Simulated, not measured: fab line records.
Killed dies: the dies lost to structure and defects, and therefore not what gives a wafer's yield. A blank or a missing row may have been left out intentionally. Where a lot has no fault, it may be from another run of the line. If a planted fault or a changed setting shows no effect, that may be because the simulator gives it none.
fab line records | flow n5-finfet
record lots=6 wafers=18 last-day=19
route steps=1938 shown BEOL_M2@925 BEOL_M3@931 BEOL_M4@1111
lots that met no fault: from a run of the same line without faults
start-h: hours from the record's first day to the start of the lot's first wafer shown | wait-h: time in hours since the lot's previous step | " unchanged from the row above | L1.1+2: a single row standing in for several wafers | - either no value or no given start | * or withheld: withheld | < > ~ a bound
route shown NAME@n: names a module that has steps shown in the file, with the first one's number in the route | usual: mean and standard deviation over wafers with no fault | same: alike in all rows | chamber/n: place in a boat | sites: the reading at each site | _std_site: standard deviation across them | _edge_site: outer sites' mean less inner sites' | radius-mm: for every site, how far away it sits from the centre of the wafer | mask NAME#n: copy n | behind: the most recent tool/chamber to have shaped the wafer | hold: reason for holding the lot/hours on hold/outcome of the hold | device: whichever transistor did not switch (one of n, p or np) | end of line: tests run on the same wafers once the route is complete | for a step that has no rows: nothing shown but its recipe | killed: the dies lost at the first sort to structure and to defects; this is not the yield of the wafer | map: shows each die of a wafer: x if killed, . if not, _ if none is there
set.NAME: the setting as run; set.NAME@STEP: as run at that earlier step | model.NAME: the simulator's own value behind a step, which no gauge read
lots at selected steps of the route; one table per step, one row per wafer
services: the hour from which a tool's chamber was out of use, counted from the record's first day as start-h (under 0 if before that day), plus the number of hours and why
## steps
# step N5_BEOL_M2_PRE_CLEAN_60
# recipe gas=NH3/H2 time-s=15 temp-c=* rf-power-w=300
# usual heater-power-w=87/8.5
# same time-s=15
# columns lot.wafer tool chamber start-h wait-h heater-power-w
L312.2 cvd-co-02 0 158.62 0.0 93
L312.3 " 2 " " 75
L312.5 " 1 " " 100
L319.3 cvd-co-02 0 201.47 0.0 90
L319.4 " 1 " " 102
L319.5 " 2 " " 75
L322.2 cvd-co-02 1 243.73 0.0 100
L322.5 " 0 " " 91
L322.6 " 1 " " 98
L324.1 cvd-co-01 0 266.49 0.0 80
L324.3 " 2 " " 91
L324.6 " 0 " " 80
L331.1 cvd-co-02 0 284.73 0.0 91
L331.3 " 2 " " 75
L331.5 " 1 " " 99
L335.2 cvd-co-01 2 297.35 0.2 93
L335.3 " 1 " " 82
L335.4 " 1 " " 84
# step N5_BEOL_M2_CO_CAP_55
# recipe material=Co target-thk-a=20 temp-c=200 precursor=CCTBA/H2 pressure-torr=30 time-s=102.1
# step N5_BEOL_M2_PRE_CLEAN_56
# recipe gas=NH3 time-s=15 temp-c=withheld rf-power-w=300
# step N5_BEOL_M2_DEP_57
# recipe material=SiCN target-thk-a=80 temp-c=withheld precursor=3MS/NH3 pressure-torr=3 rf-w=202 time-s=14
# usual showerhead-plenum-p-Torr=3.668/0.016 throttle-valve-pct=9.3/0.43
# same time-s=14
# columns lot.wafer tool chamber start-h wait-h showerhead-plenum-p-Torr throttle-valve-pct
L312.2 pecvd-03 0 158.77 0.0 3.660 9.0
L312.3 " 2 " " 3.680 8.8
L312.5 " 2 " " 3.681 9.0
L319.3 pecvd-03 0 201.63 0.0 3.657 8.9
L319.4 " 2 " " 3.676 9.2
L319.5 " 0 " " 3.659 9.3
L322.2 pecvd-02 2 243.89 0.0 3.685 8.8
L322.5 " 0 " " 3.634 8.8
L322.6 " 1 " " 3.692 9.8
L324.1 pecvd-03 1 266.66 0.0 3.670 9.0
L324.3 " 0 " " 3.656 9.0
L324.6 " 1 " " 3.677 9.1
L331.1 pecvd-04 2 284.89 0.0 3.694 9.0
L331.3 " 0 " " 3.652 8.8
L331.5 " 1 " " 3.677 10.1
L335.2 pecvd-04 2 297.51 0.0 3.694 9.1
L335.3 " 0 " " 3.654 9.1
L335.4 " 2 " " 3.689 9.1
# step N5_BEOL_M2_RS_MEAS_58
# recipe thk-meas-gauge=four-point-probe reads=Co_of_BEOL_M2_CO_CAP_55+Cu_of_BEOL_M2_ECD_50+Co_of_BEOL_M2_CVD_47+TaN_of_BEOL_M2_ALD_84
# usual M2_RS=0.67/0.036
# columns lot.wafer tool chamber start-h wait-h M2_RS[ohm/sq]
L312.2 film-metro-01 - 158.84 0.1 0.67
L312.3 " - " " 0.68
L312.5 " - " " 0.69
L319.3 film-metro-02 - 201.70 0.1 0.66
L319.4 " - " " 0.65
L319.5 " - " " 0.60
L322.2 film-metro-01 - 243.96 0.1 0.70
L322.5 " - " " 0.67
L322.6 " - " " 0.67
L324.1 film-metro-01 - 266.75 0.1 0.63
L324.3 " - " " 0.65
L324.6 " - " " 0.65
L331.1 film-metro-02 - 284.95 0.0 0.67
L331.3 " - " " 0.71
L331.5 " - " " 0.62
L335.2 film-metro-02 - 297.58 0.1 0.59
L335.3 " - " " 0.62
L335.4 " - " " 0.68
# step N5_BEOL_M2_INSPECT_59
# recipe inspect-instrument=darkfield mode=post-dep
# usual raw-defect-count=76/27
# columns lot.wafer tool chamber start-h wait-h raw-defect-count
L312.2 defect-inspect-02 - 158.87 0.0 67
L312.3 " - " " 62
L312.5 " - " " 31
L319.3 defect-inspect-02 - 201.72 0.0 45
L319.4 " - " " 54
L319.5 " - " " 39
L322.2 defect-inspect-02 - 243.98 0.0 131
L322.5 " - " " 160
L322.6 " - " " 82
L324.1 defect-inspect-02 - 266.77 0.0 59
L324.3 " - " " 100
L324.6 " - " " 78
L331.1 defect-inspect-02 - 284.99 0.0 41
L331.3 " - " " 60
L331.5 " - " " 56
L335.2 defect-inspect-02 - 297.60 0.0 50
L335.3 " - " " 59
L335.4 " - " " 39
# step N5_BEOL_M3_ILD_DEP_00
# recipe material=SiOC target-thk-a=790 temp-c=350 precursor=DEMS/O2 pressure-torr=5 rf-w=500 time-s=15.3
# step N5_BEOL_M3_THK_MEAS_01
# recipe reads=SiOC_of_BEOL_M3_ILD_DEP_00
# usual M3_ILD_THK=78.7/1.1
# columns lot.wafer tool chamber start-h wait-h M3_ILD_THK[nm]
L312.2 film-metro-02 - 158.97 0.1 77.5
L312.3 " - " " 76.9
L312.5 " - " " 79.3
L319.3 film-metro-02 - 201.83 0.1 79.9
L319.4 " - " " 79.7
L319.5 " - " " 80.9
L322.2 film-metro-01 - 244.08 0.1 79.2
L322.5 " - " " 77.5
L322.6 " - " " 79.6
L324.1 film-metro-02 - 266.88 0.0 78.7
L324.3 " - " " 78.7
L324.6 " - " " 79.9
L331.1 film-metro-02 - 285.09 0.0 79.1
L331.3 " - " " 78.6
L331.5 " - " " 80.2
L335.2 film-metro-02 - 297.71 0.1 76.3
L335.3 " - " " 78.0
L335.4 " - " " 78.7
# step N5_BEOL_M3_PECVD_72
# recipe material=SiO2 target-thk-a=160 temp-c=400 precursor=TEOS/O2 pressure-torr=5.5 rf-w=450 teos-flow-sccm=53.8 gas=O2 flow-sccm=3000 time-s=18
# step N5_BEOL_M3_HM_DEP_02
# recipe material=TiN target-thk-a=200 temp-c=25 chamber-pressure-pa=0.49996
# usual throttle-valve-pct=30.2/0.76
# columns lot.wafer tool chamber start-h wait-h throttle-valve-pct
L312.2 pvd-sputter-01 - 159.35 0.3 29.7
L312.3 " - " " 30.7
L312.5 " - " " 31.3
L319.3 pvd-sputter-02 - 202.17 0.3 31.6
L319.4 " - " " 30.6
L319.5 " - " " 31.0
L322.2 pvd-sputter-02 - 244.18 0.0 30.8
L322.5 " - " " 29.3
L322.6 " - " " 30.1
L324.1 pvd-sputter-02 - 267.34 0.4 31.0
L324.3 " - " " 29.1
L324.6 " - " " 30.4
L331.1 pvd-sputter-01 - 287.54 2.4 29.2
L331.3 " - " " 31.2
L331.5 " - " " 31.6
L335.2 pvd-sputter-02 - 299.17 1.4 29.2
L335.3 " - " " 31.2
L335.4 " - " " 30.3
# step N5_BEOL_M3_COAT_61
# recipe resist=SOC temp-c=250 time-s=60 spin-rpm=1500 resist-thk-nm=60
# step N5_BEOL_M3_COAT_62
# recipe resist=SiARC temp-c=220 time-s=60 spin-rpm=1500 resist-thk-nm=12
# step N5_BEOL_M3_COAT_73
# recipe resist=underlayer temp-c=205 time-s=60 spin-rpm=1500 resist-thk-nm=5
# usual dispense-pressure-kPa=54.8/1.9 spin-speed-rpm=1500.0/0.98
# same time-s=60
# columns lot.wafer tool chamber start-h wait-h dispense-pressure-kPa spin-speed-rpm
L312.2 litho-track-02 0 159.48 - 50.5 1500.7
L312.3 " 0 " " 50.5 1499.2
L312.5 " 0 " " 50.5 1500.2
L319.3 litho-track-03 0 202.30 - 55.7 1499.2
L319.4 " 0 " " 55.6 1500.8
L319.5 " 0 " " 55.7 1497.1
L322.2 litho-track-03 0 244.31 - 55.6 1438.0
L322.5 " 0 " " 55.7 1437.9
L322.6 " 0 " " 55.7 1437.9
L324.1 litho-track-03 0 267.47 - 55.7 1437.0
L324.3 " 0 " " 55.7 1438.1
L324.6 " 0 " " 55.7 1436.6
L331.1 litho-track-02 0 287.68 - 50.6 1499.1
L331.3 " 0 " " 50.6 1499.7
L331.5 " 0 " " 50.6 1499.1
L335.2 litho-track-02 0 299.30 - 50.6 1499.5
L335.3 " 0 " " 50.6 1498.5
L335.4 " 0 " " 50.6 1499.8
# step N5_BEOL_M3_COAT_05
# recipe resist=CAR-EUV spin-rpm=1500 resist-thk-nm=30
# step N5_BEOL_M3_EBR_07
# recipe solvent=PGMEA ebr-width-mm=1.5
# step N5_BEOL_M3_SOFTBAKE_06
# recipe temp-c=110 time-s=60 resist=CAR-EUV
# step N5_BEOL_M3_EXPOSE_08
# recipe mask-id=M3 na=0.33 source-shape=dipole sigma-inner=0.369 sigma-outer=0.767 polarization=unpolarized dose-mj=33
# step N5_BEOL_M3_PEB_09
# recipe peb-temp-c=100 peb-time-s=60 resist=CAR-EUV
# step N5_BEOL_M3_DEVELOP_10
# recipe develop-time-s=30 developer=TMAH resist=CAR-EUV rinse-liquid=surfactant-rinse dry=air-spin dev-temp-c=23
# step N5_BEOL_M3_CD_MEAS_11
# recipe target-cd-nm=17.05 landing-energy-ev=500 detector=se-inlens polarity=opening
# usual cd-nm=17.11/0.25
# same landing-energy-ev=500
# columns lot.wafer tool chamber start-h wait-h cd-nm
L312.2 cd-sem-01 0 159.87 - 17.29
L312.3 " 0 " " 17.35
L312.5 " 0 " " 17.38
L319.3 cd-sem-03 0 202.56 - 17.56
L319.4 " 0 " " 17.02
L319.5 " 0 " " 16.94
L322.2 cd-sem-03 0 244.57 - 17.03
L322.5 " 0 " " 16.84
L322.6 " 0 " " 17.34
L324.1 cd-sem-01 0 267.86 - 17.11
L324.3 " 0 " " 16.85
L324.6 " 0 " " 17.25
L331.1 cd-sem-02 0 288.06 - 16.86
L331.3 " 0 " " 16.95
L331.5 " 0 " " 16.92
L335.2 cd-sem-03 0 299.56 - 17.10
L335.3 " 0 " " 17.22
L335.4 " 0 " " 16.85
# step N5_BEOL_M3_OVL_MEAS_12
# recipe points-per-wafer=522
# usual M3_OVL=-0.3/0.59
# columns lot.wafer tool chamber start-h wait-h M3_OVL[nm]
L312.2 overlay-01 0 159.90 0.0 -0.9
L312.3 " 0 " " -0.7
L312.5 " 0 " " -0.6
L319.3 overlay-02 0 202.60 0.0 -0.5
L319.4 " 0 " " -1.0
L319.5 " 0 " " -0.4
L322.2 overlay-02 0 244.60 0.0 -0.2
L322.5 " 0 " " -0.1
L322.6 " 0 " " 0.1
L324.1 overlay-01 0 267.89 0.0 -0.4
L324.3 " 0 " " 0.6
L324.6 " 0 " " 0.2
L331.1 overlay-02 0 288.09 0.0 -0.2
L331.3 " 0 " " 0.1
L331.5 " 0 " " -0.6
L335.2 overlay-02 0 299.60 0.0 -0.4
L335.3 " 0 " " -0.4
L335.4 " 0 " " -0.6
# step N5_BEOL_M3_INSPECT_13
# recipe mode=adi inspect-instrument=brightfield
# usual raw-defect-count=408/86
# columns lot.wafer tool chamber start-h wait-h raw-defect-count
L312.2 defect-inspect-02 - 159.95 0.0 322
L312.3 " - " " 521
L312.5 " - " " 459
L319.3 defect-inspect-02 - 202.65 0.0 225
L319.4 " - " " 364
L319.5 " - " " 310
L322.2 defect-inspect-01 - 244.66 0.0 407
L322.5 " - " " 543
L322.6 " - " " 553
L324.1 defect-inspect-02 - 267.94 0.1 293
L324.3 " - " " 349
L324.6 " - " " 319
L331.1 defect-inspect-02 - 288.16 0.1 453
L331.3 " - " " 532
L331.5 " - " " 466
L335.2 defect-inspect-02 - 299.65 0.0 320
L335.3 " - " " 384
L335.4 " - " " 386
# step N5_BEOL_M3_DESCUM_16
# recipe chemistry=O2 time-s=7 source-power-w=50 bias-power-w=20 pressure-mtorr=20 rf-frequency-hz=2.712e+07 temp-c=40 resist=CAR-EUV o2-flow-sccm=225
# usual drypump-motor-current-A=5.5/0.34 oes-product-au=0.75/0.084 rf-vpp-V=242.6/1.4 showerhead-plenum-p-Torr=2.06/0.066 throttle-valve-pct=20.47/0.25
# same time-s=7
# columns lot.wafer tool chamber start-h wait-h drypump-motor-current-A oes-product-au rf-hours-counter-h rf-vpp-V showerhead-plenum-p-Torr throttle-valve-pct
L312.2 rie-diel-02 1 160.18 0.2 6.0 0.71 175 240.9 1.98 20.07
L312.3 " 0 " " 5.4 0.70 248 244.0 2.13 20.54
L312.5 " 1 " " 6.0 0.71 - 242.4 1.98 20.05
L319.3 rie-diel-02 3 202.69 0.0 5.7 0.71 228 241.5 2.06 20.72
L319.4 " 2 " " 5.5 0.70 240 240.9 2.06 20.32
L319.5 " 0 " " 5.4 0.98 - 243.3 2.13 20.22
L322.2 rie-diel-04 1 244.69 0.0 6.3 0.68 245 243.1 1.97 20.59
L322.5 " 1 " " 6.3 0.68 - 240.1 1.97 20.61
L322.6 " 2 " " 5.2 0.71 - 245.0 2.18 20.58
L324.1 rie-diel-04 3 267.98 0.0 5.7 0.67 250 243.0 2.05 20.63
L324.3 " 2 " " 5.2 0.72 184 244.3 2.18 20.58
L324.6 " 0 " " 5.8 0.89 - 242.2 2.07 20.31
L331.1 rie-diel-06 1 288.19 0.0 5.6 0.71 226 240.0 1.98 20.36
L331.3 " 2 " " 5.2 0.69 237 243.9 2.16 20.53
L331.5 " 1 " " 5.6 0.71 - 240.2 1.98 20.36
L335.2 rie-diel-06 0 299.68 0.0 4.9 0.82 57 242.7 2.05 20.31
L335.3 " 1 " " 5.7 0.71 230 240.6 1.98 20.37
L335.4 " 2 " " 5.2 0.68 240 243.8 2.16 20.54
# step N5_BEOL_M3_ETCH_74
# recipe chemistry=N2/H2 target=underlayer target-depth-a=65 mask-material=CAR-EUV time-s=5.2 ion-energy-ev=200 pressure-mtorr=30 source-w=840 bias-w=150 n2-flow-sccm=200 h2-flow-sccm=200 ends=cleared
# usual drypump-motor-current-A=5.5/0.34 etch-rf-on-time-s=5.21/0.15 oes-product-au=0.64/0.066 rf-vpp-V=522.8/2.6 showerhead-plenum-p-Torr=2.50/0.083 throttle-valve-pct=17.89/0.23
# columns lot.wafer tool chamber start-h wait-h drypump-motor-current-A etch-rf-on-time-s oes-product-au rf-hours-counter-h rf-vpp-V showerhead-plenum-p-Torr throttle-valve-pct model.etch.depth-nm
L312.2 rie-diel-02 1 160.21 0.0 6.1 5.45 0.60 175 518.6 2.43 17.65 5.009
L312.3 " 0 " " 5.4 5.48 0.59 248 525.8 2.59 18.04 5.001
L312.5 " 1 " " 6.1 5.45 0.60 - 520.3 2.44 17.65 5.005
L319.3 rie-diel-02 3 202.73 0.0 5.7 5.23 0.60 228 522.0 2.51 18.18 4.984
L319.4 " 2 " " 5.5 5.29 0.61 240 522.7 2.51 17.79 4.989
L319.5 " 0 " " 5.4 5.22 0.81 - 523.8 2.59 17.64 4.995
L322.2 rie-diel-04 1 244.72 0.0 6.3 5.28 0.58 245 518.2 2.40 18.18 5.12
L322.5 " 1 " " 6.3 5.20 0.59 - 519.0 2.40 18.21 5.103
L322.6 " 2 " " 5.2 5.45 0.62 - 526.2 2.66 18.11 5.108
L324.1 rie-diel-04 3 268.01 0.0 5.7 5.24 0.58 250 521.4 2.50 18.16 5.111
L324.3 " 2 " " 5.3 5.56 0.61 184 528.4 2.65 18.13 5.103
L324.6 " 0 " " 5.8 5.27 0.77 - 522.0 2.50 17.62 5.11
L331.1 rie-diel-06 1 288.23 0.0 5.7 4.89 0.63 226 522.0 2.40 17.68 4.999
L331.3 " 2 " " 5.2 5.09 0.59 237 527.1 2.63 18.05 5
L331.5 " 1 " " 5.7 4.90 0.63 - 519.7 2.40 17.73 5.019
L335.2 rie-diel-06 0 299.72 0.0 4.9 5.30 0.70 57 520.4 2.48 17.63 5.007
L335.3 " 1 " " 5.7 4.94 0.63 230 522.3 2.39 17.73 5
L335.4 " 2 " " 5.2 5.14 0.59 240 526.7 2.62 18.03 5.002
# step N5_BEOL_M3_ETCH_63
# recipe chemistry=CF4 target=SiARC target-depth-a=156 mask-material=CAR-EUV time-s=26 ion-energy-ev=80 pressure-mtorr=40 source-w=545 bias-w=36 Ar_flow_sccm=100 cf4-flow-sccm=100 ends=cleared
# usual drypump-motor-current-A=5.5/0.34 etch-rf-on-time-s=26.1/0.74 oes-product-au=0.64/0.066 rf-vpp-V=183.7/1.2 showerhead-plenum-p-Torr=2.10/0.062 throttle-valve-pct=15.62/0.23
# columns lot.wafer tool chamber start-h wait-h drypump-motor-current-A etch-rf-on-time-s oes-product-au rf-hours-counter-h rf-vpp-V showerhead-plenum-p-Torr throttle-valve-pct
L312.2 rie-diel-02 1 160.23 0.0 6.0 27.1 0.61 175 182.9 2.04 15.35
L312.3 " 0 " " 5.4 27.3 0.58 248 184.0 2.19 15.85
L312.5 " 1 " " 6.0 27.2 0.60 - 183.7 2.04 15.35
L319.3 rie-diel-02 3 202.74 0.0 5.7 26.0 0.61 228 183.3 2.10 15.89
L319.4 " 2 " " 5.5 26.9 0.59 240 184.9 2.10 15.59
L319.5 " 0 " " 5.4 26.0 0.82 - 184.7 2.18 15.39
L322.2 rie-diel-04 1 244.74 0.0 6.2 25.8 0.59 245 184.2 2.03 15.83
L322.5 " 1 " " 6.2 25.5 0.59 - 182.0 2.03 15.82
L322.6 " 2 " " 5.3 27.2 0.60 - 185.6 2.22 15.71
L324.1 rie-diel-04 3 268.03 0.0 5.6 25.1 0.58 250 184.1 2.09 15.80
L324.3 " 2 " " 5.3 27.0 0.60 184 185.5 2.22 15.71
L324.6 " 0 " " 5.7 25.4 0.77 - 183.1 2.10 15.31
L331.1 rie-diel-06 1 288.24 0.0 5.7 25.1 0.62 226 181.9 2.05 15.65
L331.3 " 2 " " 5.2 25.8 0.60 237 185.9 2.20 15.74
L331.5 " 1 " " 5.7 24.9 0.63 - 182.0 2.05 15.65
L335.2 rie-diel-06 0 299.74 0.0 4.9 26.7 0.71 57 182.9 2.08 15.32
L335.3 " 1 " " 5.7 24.8 0.62 230 182.1 2.04 15.65
L335.4 " 2 " " 5.2 25.9 0.60 240 182.8 2.20 15.74
# step N5_BEOL_M4_RC_MEAS_101
# usual DIBL_N=36.0/1.7 DIBL_P=36.2/1.9 IOFF_N=0.154/0.028 IOFF_P=0.21/0.036 ION_N=675/11 ION_P=463/8.3 SS_N=71.4/0.63 SS_P=73.2/0.55 VT_N=250.2/3 VT_P=-251/3.7
# columns lot.wafer tool chamber start-h wait-h DIBL_N[mV/V] DIBL_P[mV/V] IOFF_N[nA/um] IOFF_P[nA/um] ION_N[uA/um] ION_P[uA/um] SS_N[mV/dec] SS_P[mV/dec] VT_N[mV] VT_P[mV]
L312.2 prober-02 0 192.96 0.2 36.5 36.0 0.173 0.28 703 491 70.8 73.6 246.7 -242
L312.3 " 0 " " 36.5 35.7 0.157 0.26 687 473 71.4 73.4 249.5 -244
L312.5 " 0 " " 34.7 33.6 0.138 0.22 690 479 70.2 72.9 249.6 -245
L319.3 prober-01 0 269.66 0.3 36.8 37.1 0.153 0.19 686 458 72.4 73.3 250.4 -256
L319.4 " 0 " " 35.6 34.6 0.127 0.16 666 453 71.8 72.2 252.1 -255
L319.5 " 0 " " 35.6 35.9 0.129 0.18 661 455 70.7 73.1 252.2 -252
L322.2 prober-02 0 291.79 0.2 35.3 35.3 0.135 0.18 684 463 71.5 72.8 250.7 -253
L322.5 " 0 " " 35.4 34.7 0.123 0.17 668 454 71.5 73.1 254.9 -255
L322.6 " 0 " " 35.9 35.5 0.142 0.18 681 466 71.5 73.2 251.5 -254
L324.1 prober-02 0 300.22 0.0 38.9 38.6 0.191 0.21 674 460 72.3 73.7 249.1 -252
L324.3 " 0 " " 34.9 35.6 0.122 0.17 681 466 71.0 72.7 251.9 -255
L324.6 " 0 " " 36.5 37.4 0.148 0.20 680 464 71.5 73.0 249.4 -253
L331.1 prober-01 0 339.84 0.0 37.6 37.2 0.167 0.23 667 467 71.5 73.9 250.3 -249
L331.3 " 0 " " 35.0 34.2 0.129 0.19 669 456 70.8 72.8 252.8 -248
L331.5 " 0 " " 35.9 36.0 0.144 0.21 660 460 71.6 73.5 253.2 -248
L335.2 prober-02 0 347.19 0.2 34.4 35.4 0.131 0.19 682 469 70.7 72.8 252.0 -249
L335.3 " 0 " " 40.2 41.1 0.244 0.28 697 463 72.4 74.3 245.3 -248
L335.4 " 0 " " 36.7 37.8 0.166 0.23 670 461 72.1 73.2 249.8 -246
## services
# columns tool chamber start-h hours kind
rie-diel-02 1 154.13 5.4 repair
cvd-co-01 1 159.00 11.8 repair
rie-diel-02 0 165.92 - clean
rie-diel-02 0 165.92 - consumable-replace:focus-ring
rie-diel-02 0 165.92 16.7 scheduled-down
rie-diel-04 3 167.41 8.7 repair
pecvd-02 - 171.92 1.4 repair
pecvd-02 - 175.34 2.1 repair
rie-diel-02 - 179.40 1.0 repair
rie-diel-06 2 189.08 10.0 repair
rie-diel-06 - 200.13 14.6 pm
cvd-co-02 - 223.15 3.8 pm
rie-diel-06 2 226.76 7.4 repair
rie-diel-04 3 236.60 5.9 repair
pvd-sputter-01 - 237.91 1.1 repair
rie-diel-02 - 257.06 72.1 repair
cvd-co-01 - 269.08 2.8 pm
cvd-co-02 - 271.83 6.9 pm
pecvd-03 - 286.12 14.6 pm
pecvd-04 2 287.69 4.1 repair
cvd-co-01 - 289.41 7.4 repair
pecvd-04 - 289.55 6.0 pm
rie-diel-04 3 294.15 6.5 repair
pecvd-02 - 298.59 3.4 repair
## key
first-sign step=N5_BEOL_M3_COAT_73 reading=spin-speed-rpm direction=down sigmas=64 usual=* struck=*
effect none on later readings
model-effect step=N5_BEOL_M3_ETCH_74 value=etch.depth-nm without=5.001 struck=5.109
met-at N5_BEOL_M3_COAT_73
struck-wafers L322.2,L322.5,L322.6,L324.1,L324.3,L324.6
onset-between 202.30 244.31
fault kind=process-parameter-drift tool=litho-track-03 chamber=- onset-h=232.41 steps=N5_BEOL_M3_COAT_73 channel=spin-rpm offset=* shape=step end-h=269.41 acts-in=* stated=*
